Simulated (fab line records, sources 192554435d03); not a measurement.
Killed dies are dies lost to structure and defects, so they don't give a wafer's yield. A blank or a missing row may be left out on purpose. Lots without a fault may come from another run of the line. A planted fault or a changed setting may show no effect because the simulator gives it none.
Chamber matching | flow n5_finfet | N5_BEOL_M3_CVD_47 on cvd_co-01: 3 sister chambers
The step deposits Co from CCTBA/H2, target thk 3 nm, time 223.8 s. 3 wafers are shown with their chamber, then 7 later ones without.

WAFERS WITH THEIR CHAMBER
wafer  | chamber | run_length_s (s)
L544.1 | 1       | 246.3
L544.4 | 2       | 245.7
L544.5 | 0       | 247.3

WAFERS WITHOUT THEIR CHAMBER
wafer  | run_length_s (s)
L546.1 | 245.9
L546.3 | 247.1
L546.6 | 247.2
L550.2 | 245.8
L550.5 | 246.2
L551.1 | 246.3
L551.5 | 246.0

WHICH CHAMBER EACH WENT THROUGH
wafer  | from the rows above     | in truth
L546.1 | can't be placed: 2 or 1 | 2
L546.3 | 0                       | 0
L546.6 | 0                       | 0
L550.2 | 2                       | 2
L550.5 | 1                       | 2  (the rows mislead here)
L551.1 | 1                       | 1
L551.5 | can't be placed: 1 or 2 | 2
Placed correctly: 4 of 7. Can't be placed from these rows: 2 (the true chamber is among the candidates in 2). Placed wrongly: 1.
How it was worked out, from the rows above alone: a wafer's distance from a chamber is the root of the sum, over the readings, of the square of ((its reading less the chamber's mean) divided by the reading's scatter). The wafer belongs to the nearest chamber; if the next one is less than 2 further off, it can't be placed. A chamber's mean is the mean of its shown wafers. The scatter: with one shown wafer a chamber, the root of the mean of the squares of how far each hidden wafer lies from its nearest shown one.
